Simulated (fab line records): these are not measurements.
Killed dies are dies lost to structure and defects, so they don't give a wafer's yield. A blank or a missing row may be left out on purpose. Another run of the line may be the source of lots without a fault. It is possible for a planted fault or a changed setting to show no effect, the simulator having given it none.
fab line records	flow n5-finfet
record lots=7	wafers=21	last-day=17
route steps=1938 shown BEOL_M1@819 BEOL_M4@1111 PASSIVATION@1936
lots that met no fault: from a run of the same line without faults
start-h: the number of hours between the record's first day and the start of the first shown wafer of the lot	wait-h: how many hours have passed since the lot's step before this one	" identical to the entry in the row above	L1.1+2: a single row standing in for several wafers	- no value, or no start was given	* or withheld: withheld	< > ~ a bound
route shown NAME@n: NAME is a module with steps in the file, n the number in the route of the first one	usual: the fault-free wafers' mean and standard deviation	same: alike in all rows	chamber/n: place in a boat	sites: each site's reading	_std_site: standard deviation across them	_edge_site: inner sites' mean taken away from outer sites' mean	radius-mm: how far each site lies from the wafer's centre	mask NAME#n: copy n	behind: the tool/chamber that last shaped the wafer	hold: what put the lot on hold/how long, in hours/how the hold closed	device: transistor that didn't switch, given as n, p or np	end of line: the tests these same wafers got at the end of their route	for a step that has no rows: nothing shown but its recipe	killed: not the wafer's yield, but the dies lost to structure and defects at the first sort	map: a wafer's dies, marking killed ones x, the rest . and places with no die _
set.NAME: the setting the step ran with; set.NAME@STEP: the setting that earlier step ran with	model.NAME: the simulator's own value behind a step, which no gauge read
a table for each step, a row for each wafer; lots at some steps of the route
services: when a tool's chamber went out of use (start-h, in hours from the record's first day, below 0 if earlier), for how many hours, and the reason
## steps
# step N5_BEOL_M1_ANNEAL_82
# recipe temp-c=400	time-s=240	ambient=vacuum
# step N5_BEOL_M1_SPUTTER_86
# recipe material=Cu	target-thk-a=45	temp-c=-20	chamber-pressure-pa=0.07	power-w=withheld	time-s=8.29
# usual throttle-valve-pct=30.0/1.2
# same time-s=8.29
lot.wafer	tool	chamber	start-h	wait-h	throttle-valve-pct
L240.2	pvd-sputter-01	-	130.37	0.1	30.5
L240.4	"	-	"	"	27.8
L240.6	"	-	"	"	30.2
L242.4	pvd-sputter-01	-	140.15	0.1	30.4
L242.5	"	-	"	"	28.1
L242.6	"	-	"	"	31.7
L257.1	pvd-sputter-03	-	232.54	0.1	29.5
L257.2	"	-	"	"	31.6
L257.3	"	-	"	"	29.8
L258.3	pvd-sputter-01	-	240.06	0.1	30.2
L258.5	"	-	"	"	31.9
L258.6	"	-	"	"	30.6
L259.2	pvd-sputter-02	-	243.24	0.1	28.9
L259.3	"	-	"	"	30.8
L259.6	"	-	"	"	30.8
L261.2	pvd-sputter-01	-	258.05	0.1	31.9
L261.4	"	-	"	"	30.1
L261.5	"	-	"	"	30.2
L263.3	pvd-sputter-02	-	264.17	0.1	28.7
L263.4	"	-	"	"	30.7
L263.5	"	-	"	"	28.9
# step N5_BEOL_M1_ANNEAL_87
# recipe temp-c=400	time-s=240	ambient=vacuum
# step N5_BEOL_M1_SPUTTER_88
# recipe material=Cu	target-thk-a=45	temp-c=-20	chamber-pressure-pa=0.07	power-w=withheld	time-s=8.29
# usual throttle-valve-pct=30.0/1.2
# same time-s=8.29
lot.wafer	tool	chamber	start-h	wait-h	throttle-valve-pct
L240.2	pvd-sputter-01	-	130.59	0.1	30.1
L240.4	"	-	"	"	27.6
L240.6	"	-	"	"	30.1
L242.4	pvd-sputter-01	-	140.37	0.1	30.4
L242.5	"	-	"	"	28.2
L242.6	"	-	"	"	31.8
L257.1	pvd-sputter-03	-	232.76	0.1	29.8
L257.2	"	-	"	"	31.9
L257.3	"	-	"	"	29.6
L258.3	pvd-sputter-01	-	240.28	0.1	30.1
L258.5	"	-	"	"	31.8
L258.6	"	-	"	"	30.2
L259.2	pvd-sputter-02	-	243.46	0.1	28.8
L259.3	"	-	"	"	30.8
L259.6	"	-	"	"	30.8
L261.2	pvd-sputter-01	-	258.27	0.1	31.6
L261.4	"	-	"	"	30.3
L261.5	"	-	"	"	30.0
L263.3	pvd-sputter-02	-	264.39	0.1	28.6
L263.4	"	-	"	"	30.7
L263.5	"	-	"	"	28.5
# step N5_BEOL_M1_ANNEAL_89
# recipe temp-c=400	time-s=240	ambient=vacuum
# usual heater-power-w=796/62
# same time-s=240
lot.wafer	tool	chamber	start-h	wait-h	heater-power-w
L240.2	pvd-sputter-01	-	130.67	0.0	895
L240.4	"	-	"	"	815
L240.6	"	-	"	"	738
L242.4	pvd-sputter-01	-	140.45	0.0	897
L242.5	"	-	"	"	814
L242.6	"	-	"	"	774
L257.1	pvd-sputter-03	-	232.84	0.0	890
L257.2	"	-	"	"	764
L257.3	"	-	"	"	814
L258.3	pvd-sputter-01	-	240.36	0.0	876
L258.5	"	-	"	"	796
L258.6	"	-	"	"	880
L259.2	pvd-sputter-02	-	243.54	0.0	722
L259.3	"	-	"	"	751
L259.6	"	-	"	"	754
L261.2	pvd-sputter-01	-	258.35	0.0	822
L261.4	"	-	"	"	750
L261.5	"	-	"	"	738
L263.3	pvd-sputter-02	-	264.47	0.0	738
L263.4	"	-	"	"	866
L263.5	"	-	"	"	697
# step N5_BEOL_M1_SPUTTER_90
# recipe material=Cu	target-thk-a=45	temp-c=-20	chamber-pressure-pa=0.07	power-w=withheld	time-s=8.29
# usual throttle-valve-pct=30.0/1.2
# same time-s=8.29
lot.wafer	tool	chamber	start-h	wait-h	throttle-valve-pct
L240.2	pvd-sputter-01	-	130.81	0.1	30.0
L240.4	"	-	"	"	27.9
L240.6	"	-	"	"	30.2
L242.4	pvd-sputter-01	-	140.59	0.1	30.1
L242.5	"	-	"	"	27.6
L242.6	"	-	"	"	32.0
L257.1	pvd-sputter-03	-	232.98	0.1	29.4
L257.2	"	-	"	"	31.8
L257.3	"	-	"	"	29.8
L258.3	pvd-sputter-01	-	240.50	0.1	30.1
L258.5	"	-	"	"	32.2
L258.6	"	-	"	"	30.1
L259.2	pvd-sputter-02	-	243.68	0.1	28.7
L259.3	"	-	"	"	31.0
L259.6	"	-	"	"	30.6
L261.2	pvd-sputter-01	-	258.49	0.1	31.8
L261.4	"	-	"	"	30.2
L261.5	"	-	"	"	30.2
L263.3	pvd-sputter-02	-	264.61	0.1	28.5
L263.4	"	-	"	"	30.7
L263.5	"	-	"	"	29.0
# step N5_BEOL_M1_ANNEAL_91
# recipe temp-c=400	time-s=240	ambient=vacuum
# step N5_BEOL_M1_SPUTTER_92
# recipe material=Cu	target-thk-a=45	temp-c=-20	chamber-pressure-pa=0.07	power-w=withheld	time-s=8.29
# usual throttle-valve-pct=30.0/1.2
# same time-s=8.29
lot.wafer	tool	chamber	start-h	wait-h	throttle-valve-pct
L240.2	pvd-sputter-01	-	131.03	0.1	30.2
L240.4	"	-	"	"	28.1
L240.6	"	-	"	"	30.3
L242.4	pvd-sputter-01	-	140.81	0.1	30.0
L242.5	"	-	"	"	28.3
L242.6	"	-	"	"	31.7
L257.1	pvd-sputter-03	-	233.20	0.1	29.8
L257.2	"	-	"	"	31.9
L257.3	"	-	"	"	30.0
L258.3	pvd-sputter-01	-	240.72	0.1	30.5
L258.5	"	-	"	"	31.9
L258.6	"	-	"	"	30.1
L259.2	pvd-sputter-02	-	243.90	0.1	28.6
L259.3	"	-	"	"	31.0
L259.6	"	-	"	"	30.7
L261.2	pvd-sputter-01	-	258.71	0.1	31.9
L261.4	"	-	"	"	29.8
L261.5	"	-	"	"	29.9
L263.3	pvd-sputter-02	-	264.83	0.1	28.8
L263.4	"	-	"	"	30.7
L263.5	"	-	"	"	28.8
# step N5_BEOL_M1_ANNEAL_93
# recipe temp-c=400	time-s=240	ambient=vacuum
# step N5_BEOL_M1_SPUTTER_94
# recipe material=Cu	target-thk-a=45	temp-c=-20	chamber-pressure-pa=0.07	power-w=withheld	time-s=8.29
# step N5_BEOL_M1_ANNEAL_95
# recipe temp-c=400	time-s=240	ambient=vacuum
# step N5_BEOL_M1_SPUTTER_96
# recipe material=Cu	target-thk-a=45	temp-c=-20	chamber-pressure-pa=0.07	power-w=withheld	time-s=8.29
# step N5_BEOL_M1_ECD_50
# recipe material=Cu	target-thk-a=3000
lot.wafer	tool	chamber	start-h	wait-h
L240.2+4+6	ecd-cu-01	1,1,0	131.58	0.1
L242.4+5+6	ecd-cu-01	0,1,0	141.38	0.1
L257.1+2+3	ecd-cu-01	0,1,0	233.76	0.1
L258.3+5+6	ecd-cu-01	0,1,0	241.29	0.1
L259.2+3+6	ecd-cu-01	1,0,0	244.46	0.1
L261.2+4+5	ecd-cu-01	1,1,0	259.26	0.1
L263.3+4+5	ecd-cu-01	1,0,1	265.41	0.1
# step N5_BEOL_M1_ANNEAL_51
# recipe temp-c=225	time-s=90	ambient=N2
# step N5_BEOL_M1_CMP_52
# recipe stop-on=SiOC	t-overpolish-s=6.8	down-force-psi=1	platen-rpm=50	clearing-platen-down-force-psi=1.5	clearing-platen-rpm=50	post-cmp-clean=cu-alkaline	target-thk-nm=40	clearing-platen-pad-velocity-m-s=0.99484	pad-velocity-m-s=0.99484
# usual motor-current-A=6.1/0.57	time-to-endpoint-s=62.9/2.8
lot.wafer	tool	chamber	start-h	wait-h	motor-current-A	time-to-endpoint-s
L240.2	cmp-01	2	131.96	0.2	5.8	68.9
L240.4	"	0	"	"	6.5	68.0
L240.6	"	3	"	"	6.4	67.6
L242.4	cmp-02	2	141.85	0.2	5.4	62.7
L242.6	"	3	"	"	6.3	63.6
L242.5	"	0	"	"	6.0	63.0
L257.3	cmp-04	1	234.17	0.2	7.1	3.0
L257.2	"	2	"	"	5.8	5.1
L257.1	"	3	"	"	6.2	4.2
L258.3	cmp-04	0	241.69	0.2	6.0	0.6
L258.6	"	3	"	"	6.2	0.0
L258.5	"	0	"	"	6.0	0.0
L259.3	cmp-01	1	244.91	0.2	6.5	0.0
L259.2	"	2	"	"	6.1	0.9
L259.6	"	0	"	"	6.3	0.0
L261.4	cmp-04	1	259.71	0.2	7.3	60.1
L261.2	"	2	"	"	5.6	60.5
L261.5	"	0	"	"	5.8	60.8
L263.3	cmp-01	3	265.77	0.2	6.2	61.7
L263.4	"	0	"	"	6.8	61.2
L263.5	"	0	"	"	6.3	61.2
# step N5_BEOL_M4_RC_MEAS_101
# usual DIBL_N=36.3/1.7	DIBL_P=36.3/2.2	IOFF_N=0.16/0.034	IOFF_P=0.21/0.038	ION_N=673/13	ION_P=461/8.3	SS_N=71.5/0.55	SS_P=73.3/0.67	VT_N=250/3.4	VT_P=-251/3.5
lot.wafer	tool	chamber	start-h	wait-h	DIBL_N[mV/V]	DIBL_P[mV/V]	IOFF_N[nA/um]	IOFF_P[nA/um]	ION_N[uA/um]	ION_P[uA/um]	SS_N[mV/dec]	SS_P[mV/dec]	VT_N[mV]	VT_P[mV]
L240.2	prober-01	0	169.97	0.2	34.1	32.5	0.12	0.16	657	458	70.8	72.1	250	-254
L240.4	"	0	"	"	34.8	33.6	0.13	0.17	672	462	71.8	72.1	254	-252
L240.6	"	0	"	"	35.0	33.7	0.14	0.17	671	462	71.4	71.9	250	-254
L242.4	prober-01	0	178.38	0.5	34.9	33.7	0.14	0.18	660	456	70.3	73.7	254	-247
L242.5	"	0	"	"	35.1	34.9	0.14	0.19	667	457	71.0	73.4	250	-252
L242.6	"	0	"	"	32.9	31.8	0.11	0.16	653	451	70.6	73.2	253	-255
L261.2	prober-01	0	290.41	0.2	37.0	37.6	0.17	0.24	679	472	70.7	73.2	247	-247
L261.4	"	0	"	"	36.1	34.8	0.14	0.20	674	468	70.3	73.0	251	-249
L261.5	"	0	"	"	39.0	39.2	0.19	0.29	692	484	71.8	73.2	250	-244
L263.3	prober-02	0	297.27	0.3	36.1	36.6	0.15	0.19	679	466	71.0	73.1	251	-254
L263.4	"	0	"	"	38.2	39.3	0.19	0.23	681	462	71.0	73.7	249	-252
L263.5	"	0	"	"	35.2	33.9	0.13	0.16	653	449	71.6	73.1	252	-255
# step N5_PASSIVATION_PROBE_49
# usual defect-limited-yield=91.4/1.6	killed_at_M0_to_M3=34/10	killed_at_M4_up=12/4.8	killed-at-contacts=11/6.2	killed-at-front-end=39/13	killed-at-other=4/3.1	killed-dies=101/19	killed-on-rim=13/4.1	killed-open=67/14	killed-short=32/8.3	sort_bin_5_function=5.0/1	sort_bin_6_memory=3.2/0.76	sort-n-pass=1079/19	sort-yield-pct=91.4/1.6
# same gross-dies=1180	killed-at-back-side=0	sort_bin_4_leakage[%]=0	sort_bin_8_speed[%]=0
lot.wafer	tool	chamber	start-h	wait-h	defect-limited-yield[%]	killed_at_M0_to_M3	killed_at_M4_up	killed-at-contacts	killed-at-front-end	killed-at-other	killed-dies	killed-on-rim	killed-open	killed-short	sort_bin_5_function[%]	sort_bin_6_memory[%]	sort-n-pass	sort-yield-pct[%]
L240.2	prober-01	-	274.55	0.1	88.6	53	16	9	53	4	135	14	80	55	7.1	3.9	1045	88.6
L240.4	prober-01	-	274.65	0.2	88.4	54	16	6	60	1	137	20	78	58	6.1	5.3	1043	88.4
L240.6	prober-01	-	274.75	0.3	90.3	36	12	10	56	1	115	19	65	47	5.2	4.2	1065	90.3
L242.4	prober-01	-	277.76	0.2	90.8	31	11	28	38	1	109	12	72	36	5.3	3.5	1071	90.8
L242.5	prober-01	-	277.81	0.2	92.1	32	15	12	31	3	93	15	57	31	4.2	3.3	1087	92.1
L242.6	prober-01	-	277.86	0.3	91.9	38	9	12	32	4	95	10	59	35	4.5	3.1	1085	91.9
L257.1	prober-02	-	376.72	0.0	0	1124	11	4	39	2	1180	152	61	32	97.0	2.7	0	0
L257.2	prober-02	-	376.77	0.1	0	1103	9	13	53	2	1180	152	88	32	95.7	4.1	0	0
L257.3	prober-02	-	376.82	0.1	0	1120	14	8	32	6	1180	152	73	32	97.2	2.6	0	0
L258.3	prober-02	-	383.21	0.1	0	1109	17	9	40	5	1180	152	62	34	96.2	3.5	0	0
L258.5	prober-02	-	383.31	0.2	0	1118	12	8	39	3	1180	152	64	25	97.0	2.7	0	0
L258.6	prober-02	-	383.36	0.3	0	1094	20	12	52	2	1180	152	81	31	96.3	3.4	0	0
L259.2	prober-02	-	387.87	0.1	0	1114	10	15	36	5	1180	152	77	26	96.7	3.2	0	0
L259.3	prober-02	-	387.92	0.1	0	1100	10	17	48	5	1180	152	86	32	96.3	3.5	0	0
L259.6	prober-02	-	388.07	0.3	0	1100	11	34	32	3	1180	152	69	21	97.3	2.7	0	0
L263.3	prober-01	-	402.53	0.1	90.8	45	13	5	38	8	109	14	69	40	4.7	4.2	1071	90.8
L263.4	prober-01	-	402.58	0.2	90.9	42	9	8	45	3	107	18	77	27	5.2	3.6	1073	90.9
L263.5	prober-01	-	402.63	0.2	91.6	39	6	10	42	2	99	16	57	41	5.8	2.4	1081	91.6
# killed by level:class
L240.2 BEOL_M0_SAQP:geometric-particle:short=20 BEOL_M0_SAQP:geometric-particle:open=18 FIN_SAQP:geometric-particle:open=10 FIN_SAQP:geometric-particle:short=8 STI_FIN_REVEAL:geometric-particle:open=7 DUMMY_GATE:geometric-particle:open=7 MOL_CONTACT_COAG:geometric-particle:open=7 BEOL_M3:geometric-particle:open=7
L240.4 BEOL_M0_SAQP:geometric-particle:short=20 BEOL_M0_SAQP:geometric-particle:open=16 FIN_SAQP:geometric-particle:open=13 FIN_SAQP:geometric-particle:short=13 STI_FIN_REVEAL:geometric-particle:open=7 GATE_CUT:geometric-particle:short=7 MOL_CONTACT_COAG:geometric-particle:short=5 BEOL_M2:geometric-particle:open=5
L240.6 FIN_SAQP:geometric-particle:short=15 BEOL_M0_SAQP:geometric-particle:short=14 FIN_SAQP:geometric-particle:open=10 DUMMY_GATE:geometric-particle:open=10 MOL_CONTACT_COAG:geometric-particle:open=9 BEOL_M0_SAQP:geometric-particle:open=8 BEOL_M4:geometric-particle:open=8 BEOL_M2:geometric-particle:open=6
L242.4 MOL_CONTACT_COAG:geometric-particle:open=25 GATE_CUT:geometric-particle:open=8 FIN_SAQP:geometric-particle:short=6 BEOL_M1:geometric-particle:open=6 GATE_CUT:geometric-particle:short=6 FIN_SAQP:geometric-particle:open=5 BEOL_M0_SAQP:geometric-particle:short=5 BEOL_M3:geometric-particle:short=5
L242.5 BEOL_M2:geometric-particle:open=9 BEOL_M1:geometric-particle:open=7 BEOL_M4:geometric-particle:open=7 MOL_CONTACT_COAG:geometric-particle:open=6 FIN_SAQP:geometric-particle:short=5 STI_FIN_REVEAL:geometric-particle:open=4 MOL_CONTACT_COAG:geometric-particle:short=4 BEOL_M0_SAQP:geometric-particle:short=4
L242.6 BEOL_M1:geometric-particle:open=10 BEOL_M0_SAQP:geometric-particle:open=9 MOL_CONTACT_COAG:geometric-particle:open=8 GATE_CUT:geometric-particle:short=5 BEOL_M3:geometric-particle:short=5 FIN_SAQP:geometric-particle:open=4 FIN_SAQP:geometric-particle:short=4 STI_FIN_REVEAL:geometric-particle:open=4
L257.1 BEOL_M1:area-ecd=1086 BEOL_M3:geometric-particle:open=9 BEOL_M0_SAQP:geometric-particle:open=8 BEOL_M0_SAQP:geometric-particle:short=8 FIN_SAQP:geometric-particle:open=6 STI_FIN_REVEAL:geometric-particle:open=6 DUMMY_GATE:geometric-particle:short=6 DUMMY_GATE:geometric-particle:open=5
L257.2 BEOL_M1:area-ecd=1058 STI_FIN_REVEAL:geometric-particle:open=15 MOL_CONTACT_COAG:geometric-particle:open=12 BEOL_M2:geometric-particle:open=10 FIN_SAQP:geometric-particle:open=8 BEOL_M3:geometric-particle:open=8 BEOL_M0_SAQP:geometric-particle:open=6 STARTING-WAFER:geometric-particle:open=6
L257.3 BEOL_M1:area-ecd=1075 BEOL_M3:geometric-particle:open=11 FIN_SAQP:geometric-particle:open=10 BEOL_M0_SAQP:geometric-particle:short=9 BEOL_M0_SAQP:geometric-particle:open=9 MOL_CONTACT_COAG:geometric-particle:open=6 BEOL_M4:geometric-particle:open=6 BEOL_M2:geometric-particle:open=5
L258.3 BEOL_M1:area-ecd=1081 FIN_SAQP:geometric-particle:short=9 BEOL_M1:geometric-particle:open=8 BEOL_M3:geometric-particle:open=7 MOL_CONTACT_COAG:geometric-particle:open=6 BEOL_M4:geometric-particle:open=6 FIN_SAQP:geometric-particle:open=5 BEOL_M0_SAQP:geometric-particle:short=5
L258.5 BEOL_M1:area-ecd=1090 FIN_SAQP:geometric-particle:open=10 BEOL_M0_SAQP:geometric-particle:short=9 BEOL_M0_SAQP:geometric-particle:open=9 STI_FIN_REVEAL:geometric-particle:open=8 MOL_CONTACT_COAG:geometric-particle:open=7 BEOL_M7:geometric-particle:open=7 FIN_SAQP:geometric-particle:short=5
L258.6 BEOL_M1:area-ecd=1066 FIN_SAQP:geometric-particle:open=17 MOL_CONTACT_COAG:geometric-particle:open=12 BEOL_M4:geometric-particle:open=12 STARTING-WAFER:geometric-particle:open=7 GATE_CUT:geometric-particle:short=7 BEOL_M3:geometric-particle:open=7 BEOL_M2:geometric-particle:open=6
L259.2 BEOL_M1:area-ecd=1076 MOL_CONTACT_COAG:geometric-particle:open=13 FIN_SAQP:geometric-particle:open=11 BEOL_M2:geometric-particle:open=11 BEOL_M0_SAQP:geometric-particle:open=9 BEOL_M0_SAQP:geometric-particle:short=8 BEOL_M1:geometric-particle:open=7 STI_FIN_REVEAL:geometric-particle:open=6
L259.3 BEOL_M1:area-ecd=1058 MOL_CONTACT_COAG:geometric-particle:open=14 FIN_SAQP:geometric-particle:open=13 STI_FIN_REVEAL:geometric-particle:open=9 BEOL_M0_SAQP:geometric-particle:open=9 BEOL_M0_SAQP:geometric-particle:short=8 BEOL_M2:geometric-particle:open=8 BEOL_M3:geometric-particle:open=6
L259.6 BEOL_M1:area-ecd=1088 MOL_CONTACT_COAG:geometric-particle:open=25 STI_FIN_REVEAL:geometric-particle:open=11 MOL_CONTACT_COAG:geometric-particle:short=9 FIN_SAQP:geometric-particle:short=7 FIN_SAQP:geometric-particle:open=4 BEOL_M2:geometric-particle:open=4 BEOL_M4:geometric-particle:open=4
L263.3 BEOL_M1:geometric-particle:open=15 STI_FIN_REVEAL:geometric-particle:open=10 BEOL_M0_SAQP:geometric-particle:short=9 FIN_SAQP:geometric-particle:open=6 BEOL_M0_SAQP:geometric-particle:open=6 FIN_SAQP:geometric-particle:short=5 BEOL_M2:geometric-particle:open=5 BEOL_M4:geometric-particle:open=5
L263.4 STI_FIN_REVEAL:geometric-particle:open=22 BEOL_M1:geometric-particle:open=15 BEOL_M3:geometric-particle:open=8 BEOL_M0_SAQP:geometric-particle:short=7 STARTING-WAFER:geometric-particle:short=6 MOL_CONTACT_COAG:geometric-particle:open=6 BEOL_M0_SAQP:geometric-particle:open=5 BEOL_M4:geometric-particle:open=5
L263.5 BEOL_M0_SAQP:geometric-particle:short=11 MOL_CONTACT_COAG:geometric-particle:open=9 BEOL_M1:geometric-particle:open=9 FIN_SAQP:geometric-particle:short=6 STI_FIN_REVEAL:geometric-particle:open=6 FIN_SAQP:geometric-particle:open=5 STI_FIN_REVEAL:geometric-particle:short=4 DUMMY_GATE:geometric-particle:open=4
# map L257.1 (x killed, . not)
_________________xxxxxxxxxxxx________________
______________xxxxxxxxxxxxxxxxxx_____________
___________xxxxxxxxxxxxxxxxxxxxxxxx__________
__________xxxxxxxxxxxxxxxxxxxxxxxxxx_________
________xxxxxxxxxxxxxxxxxxxxxxxxxxxxxx_______
_______xxxxxxxxxxxxxxxxxxxxxxxxxxxxxxxx______
______xxxxxxxxxxxxxxxxxxxxxxxxxxxxxxxxxx_____
_____xxxxxxxxxxxxxxxxxxxxxxxxxxxxxxxxxxxx____
____xxxxxxxxxxxxxxxxxxxxxxxxxxxxxxxxxxxxxx___
___xxxxxxxxxxxxxxxxxxxxxxxxxxxxxxxxxxxxxxxx__
___xxxxxxxxxxxxxxxxxxxxxxxxxxxxxxxxxxxxxxxx__
__xxxxxxxxxxxxxxxxxxxxxxxxxxxxxxxxxxxxxxxxxx_
__xxxxxxxxxxxxxxxxxxxxxxxxxxxxxxxxxxxxxxxxxx_
_xxxxxxxxxxxxxxxxxxxxxxxxxxxxxxxxxxxxxxxxxxxx
_xxxxxxxxxxxxxxxxxxxxxxxxxxxxxxxxxxxxxxxxxxxx
_xxxxxxxxxxxxxxxxxxxxxxxxxxxxxxxxxxxxxxxxxxxx
_xxxxxxxxxxxxxxxxxxxxxxxxxxxxxxxxxxxxxxxxxxxx
_xxxxxxxxxxxxxxxxxxxxxxxxxxxxxxxxxxxxxxxxxxxx
_xxxxxxxxxxxxxxxxxxxxxxxxxxxxxxxxxxxxxxxxxxxx
_xxxxxxxxxxxxxxxxxxxxxxxxxxxxxxxxxxxxxxxxxxxx
_xxxxxxxxxxxxxxxxxxxxxxxxxxxxxxxxxxxxxxxxxxxx
__xxxxxxxxxxxxxxxxxxxxxxxxxxxxxxxxxxxxxxxxxx_
__xxxxxxxxxxxxxxxxxxxxxxxxxxxxxxxxxxxxxxxxxx_
___xxxxxxxxxxxxxxxxxxxxxxxxxxxxxxxxxxxxxxxx__
___xxxxxxxxxxxxxxxxxxxxxxxxxxxxxxxxxxxxxxxx__
____xxxxxxxxxxxxxxxxxxxxxxxxxxxxxxxxxxxxxx___
_____xxxxxxxxxxxxxxxxxxxxxxxxxxxxxxxxxxxx____
______xxxxxxxxxxxxxxxxxxxxxxxxxxxxxxxxxx_____
_______xxxxxxxxxxxxxxxxxxxxxxxxxxxxxxxx______
________xxxxxxxxxxxxxxxxxxxxxxxxxxxxxx_______
__________xxxxxxxxxxxxxxxxxxxxxxxxxx_________
___________xxxxxxxxxxxxxxxxxxxxxxxx__________
______________xxxxxxxxxxxxxxxxxx_____________
_________________xxxxxxxxxxxx________________
# map L258.3 (x killed, . not)
_________________xxxxxxxxxxxx________________
______________xxxxxxxxxxxxxxxxxx_____________
___________xxxxxxxxxxxxxxxxxxxxxxxx__________
__________xxxxxxxxxxxxxxxxxxxxxxxxxx_________
________xxxxxxxxxxxxxxxxxxxxxxxxxxxxxx_______
_______xxxxxxxxxxxxxxxxxxxxxxxxxxxxxxxx______
______xxxxxxxxxxxxxxxxxxxxxxxxxxxxxxxxxx_____
_____xxxxxxxxxxxxxxxxxxxxxxxxxxxxxxxxxxxx____
____xxxxxxxxxxxxxxxxxxxxxxxxxxxxxxxxxxxxxx___
___xxxxxxxxxxxxxxxxxxxxxxxxxxxxxxxxxxxxxxxx__
___xxxxxxxxxxxxxxxxxxxxxxxxxxxxxxxxxxxxxxxx__
__xxxxxxxxxxxxxxxxxxxxxxxxxxxxxxxxxxxxxxxxxx_
__xxxxxxxxxxxxxxxxxxxxxxxxxxxxxxxxxxxxxxxxxx_
_xxxxxxxxxxxxxxxxxxxxxxxxxxxxxxxxxxxxxxxxxxxx
_xxxxxxxxxxxxxxxxxxxxxxxxxxxxxxxxxxxxxxxxxxxx
_xxxxxxxxxxxxxxxxxxxxxxxxxxxxxxxxxxxxxxxxxxxx
_xxxxxxxxxxxxxxxxxxxxxxxxxxxxxxxxxxxxxxxxxxxx
_xxxxxxxxxxxxxxxxxxxxxxxxxxxxxxxxxxxxxxxxxxxx
_xxxxxxxxxxxxxxxxxxxxxxxxxxxxxxxxxxxxxxxxxxxx
_xxxxxxxxxxxxxxxxxxxxxxxxxxxxxxxxxxxxxxxxxxxx
_xxxxxxxxxxxxxxxxxxxxxxxxxxxxxxxxxxxxxxxxxxxx
__xxxxxxxxxxxxxxxxxxxxxxxxxxxxxxxxxxxxxxxxxx_
__xxxxxxxxxxxxxxxxxxxxxxxxxxxxxxxxxxxxxxxxxx_
___xxxxxxxxxxxxxxxxxxxxxxxxxxxxxxxxxxxxxxxx__
___xxxxxxxxxxxxxxxxxxxxxxxxxxxxxxxxxxxxxxxx__
____xxxxxxxxxxxxxxxxxxxxxxxxxxxxxxxxxxxxxx___
_____xxxxxxxxxxxxxxxxxxxxxxxxxxxxxxxxxxxx____
______xxxxxxxxxxxxxxxxxxxxxxxxxxxxxxxxxx_____
_______xxxxxxxxxxxxxxxxxxxxxxxxxxxxxxxx______
________xxxxxxxxxxxxxxxxxxxxxxxxxxxxxx_______
__________xxxxxxxxxxxxxxxxxxxxxxxxxx_________
___________xxxxxxxxxxxxxxxxxxxxxxxx__________
______________xxxxxxxxxxxxxxxxxx_____________
_________________xxxxxxxxxxxx________________
## services
tool	chamber	start-h	hours	kind
ecd-cu-01	-	109.39	0.5	repair
pvd-sputter-01	-	109.58	0.8	repair
cmp-01	-	120.30	5.6	pm
cmp-04	-	131.63	1.2	repair
pvd-sputter-03	-	143.41	1.6	repair
cmp-02	-	145.78	18.0	pm
ecd-cu-01	-	155.55	0.7	repair
cmp-04	-	161.29	6.6	pm
cmp-02	-	165.54	4.0	pm
cmp-01	-	165.57	4.9	repair
cmp-02	-	169.54	-	consumable-replace:conditioner
cmp-02	-	169.54	-	consumable-replace:pad
cmp-04	-	172.14	2.8	repair
cmp-02	-	196.89	0.9	repair
cmp-04	-	198.57	4.0	pm
cmp-04	-	202.57	-	consumable-replace:conditioner
cmp-04	-	202.57	-	consumable-replace:pad
cmp-01	-	209.63	6.6	repair
cmp-01	-	245.24	6.2	repair
## key
first-sign step=N5_BEOL_M1_CMP_52	reading=time-to-endpoint-s	direction=down	sigmas=22	usual=*	struck=*
effect step=N5_PASSIVATION_PROBE_49	reading=killed_at_M0_to_M3	direction=up	sigmas=99+	usual=34	struck=1109
more-kills-born-at N5_BEOL_M1_ECD_50@ecd-cu-01=9677
met-at N5_BEOL_M1_ECD_50
struck-wafers L257.1,L257.2,L257.3,L258.3,L258.5,L258.6,L259.2,L259.3,L259.6
later-rows-left-out L257.1,L257.2,L257.3,L258.3,L258.5,L258.6,L259.2,L259.3,L259.6
onset-between 141.38 233.76
fault kind=skipped-step-whole	tool=ecd-cu-01	chamber=-	onset-h=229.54	steps=N5_BEOL_M1_ECD_50	scope=struck-lots-only
# later-rows-left-out: the simulator's readings of these wafers behind a module that went badly wrong aren't trusted and aren't shown, but for the sort
